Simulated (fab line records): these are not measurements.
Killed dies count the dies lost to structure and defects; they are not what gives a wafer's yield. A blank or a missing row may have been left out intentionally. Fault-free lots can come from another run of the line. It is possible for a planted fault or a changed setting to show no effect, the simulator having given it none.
Comparing a struck lot with a sound one | flow n5Finfet | 27 steps out of a route of 1938
Sound: wafers L711.4, L711.5, L711.6. Wafers L724.1, L724.4, L724.6 were the ones struck. Last of all comes the cause.
Each step with rows lists, per side, the tool, then ch with its chambers, then its first start. Under that, the readings that differ: sound wafers | struck wafers | difference of the means | sigmas: that difference in standard deviations of wafers without a fault.
alike: readings whose means differ by less than 2 such deviations, and words and numbers that are the same on both sides. not compared: withheld readings, readings that some wafer has no value for, bounds like >300 that may hide the same value, and numbers for which the record gives no deviation and whose values overlap.
Wherever a step has rows on one side only, a row that says differs or no value, or a row with sigmas, the two part there. Non-overlapping numbers with no deviation appear without sigmas and do not part them. A reading that every wafer of one side lacks parts them only if that side has two wafers or more.

first, 1 step without rows for these wafers: N5_BEOL_M14_PRE_CLEAN_42 (time 30 s).
N5_BEOL_M14_SPUTTER_43: material TaN, target thk 15 nm, time 24.19 s.
  sound on pvdSputter-03, day 12 18:59; struck on pvdSputter-01, day 16 06:26
  alike: throttleValvePct
N5_BEOL_M14_SPUTTER_44: material Ta, target thk 15 nm, time 24.19 s.
  sound on pvdSputter-03, day 12 19:04; struck on pvdSputter-01, day 16 06:31
  alike: throttleValvePct
N5_BEOL_M14_SPUTTER_45: material Cu, target thk 100 nm, time 16.67 s.
  sound on pvdSputter-03, day 12 19:09; struck on pvdSputter-01, day 16 06:35
  alike: throttleValvePct
then, 1 step without rows for these wafers: N5_BEOL_M14_ECD_47 (material Cu, target thk 1248 nm).
N5_BEOL_M14_ANNEAL_48: time 90 s.
  sound on rtpAnneal-01 ch 0, day 12 19:35; struck on rtpAnneal-02 ch 0, day 16 07:09
  alike: wafer_temp_C_max
then, 1 step without rows for these wafers: N5_BEOL_M14_CMP_49 (polishes, stops on SiO2, t overpolish 5.2 s, target thk 560 nm).
N5_BEOL_M14_THK_MEAS_50: measures by xrf.
  sound on filmMetro-02, day 12 20:03; struck on filmMetro-01, day 16 07:45
  alike: M14_THK
then, 2 steps without rows for these wafers: N5_BEOL_M14_PRE_CLEAN_52 (time 15 s); N5_BEOL_M14_DEP_53 (deposits SiCN from 3MS/NH3, target thk 50 nm, time 17.8 s).
N5_BEOL_M14_RS_MEAS_54: measures by four-point-probe.
  sound on filmMetro-02, day 12 20:11; struck on filmMetro-02, day 16 07:53
  alike: M14_RS
N5_BEOL_M14_INSPECT_55: inspects for defects (darkfield).
  sound on defectInspect-02, day 12 20:12; struck on defectInspect-02, day 16 07:54
  alike: rawDefectCount
N5_BEOL_M15_ILD_DEP_00: deposits SiO2 from TEOS/O2, target thk 1629.3 nm, time 346.1 s.
  sound on pecvd-04 ch 0,1,2, day 12 20:21; struck on pecvd-02 ch 1,2, day 16 07:56
reading          | sound       | struck      | difference | sigmas
heaterPowerW (W) | 612 815 740 | 484 391 438 | -285       | -3
  alike: chamberPressureTorr, showerheadPlenumPTorr, throttleValvePct
N5_BEOL_M15_THK_MEAS_01:
  sound on filmMetro-01, day 12 20:29; struck on filmMetro-02, day 16 08:11
  alike: M15_ILD_THK
then, 8 steps without rows for these wafers: N5_BEOL_M15_COAT_58 (time 60 s, resist thk 89 nm); N5_BEOL_M15_COAT_04 (resist thk 800 nm); N5_BEOL_M15_EBR_06; N5_BEOL_M15_SOFTBAKE_05 (time 60 s); N5_BEOL_M15_EXPOSE_07 (exposes mask V14); N5_BEOL_M15_PEB_08 (peb time 90 s); N5_BEOL_M15_DEVELOP_09 (develop time 45 s); N5_BEOL_M15_HARDBAKE_14 (time 120 s).
N5_BEOL_M15_CD_MEAS_10: the cd target is 360 nm.
  sound on cdSem-02 ch 0, day 12 20:48; struck on cdSem-02 ch 0, day 16 08:29
  alike: cdNm
N5_BEOL_M15_OVL_MEAS_11:
  sound on overlay-02 ch 0, day 12 20:49; struck on overlay-02 ch 0, day 16 08:31
  alike: V14_OVL
N5_BEOL_M15_INSPECT_12: inspects for defects (macro).
  sound on defectInspect-01, day 12 20:51; struck on defectInspect-02, day 16 08:33
reading        | sound | struck         | difference | sigmas
rawDefectCount | 0 1 1 | >300 >300 >300 | differs    | 
N5_BEOL_M15_DESCUM_15: chemistry O2, time 7.9 s.
  sound on rieDiel-04 ch 0,2,3, day 12 20:53; struck on rieDiel-01 ch 0,3, day 16 08:35
  alike: biasPowerW, drypumpMotorCurrentA, oesProductAu, rfVppV, showerheadPlenumPTorr, throttleValvePct
  not compared: rfHoursCounterH
N5_PASSIVATION_PROBE_49:
  sound on prober-01, day 13 18:31; struck on prober-01, day 17 07:38
reading                 | sound          | struck         | difference | sigmas
defectLimitedYield (%)  | 90.8 91.5 91.2 | 83.6 88.9 84.3 | -5.6       | -4
killed_at_M4_up         | 16 9 26        | 84 83 128      | +81        | +18
killedDies              | 108 100 104    | 194 131 185    | +66        | +4
sort_bin_5_function (%) | 5.3 4.3 5.0    | 9.7 7.3 10.8   | +4.4       | +4
sortNPass               | 1072 1080 1076 | 986 1049 995   | -66        | -4
sortYieldPct (%)        | 90.8 91.5 91.2 | 83.6 88.9 84.3 | -5.6       | -4
  alike: killed_at_M0_to_M3, killedAtContacts, killedAtFrontEnd, killedAtOther, killedOpen, killedShort, sort_bin_6_memory

WHERE THEY PART
Earliest at N5_BEOL_M15_ILD_DEP_00; latest, in this record, at N5_PASSIVATION_PROBE_49.

WHY: whatever the simulator had introduced
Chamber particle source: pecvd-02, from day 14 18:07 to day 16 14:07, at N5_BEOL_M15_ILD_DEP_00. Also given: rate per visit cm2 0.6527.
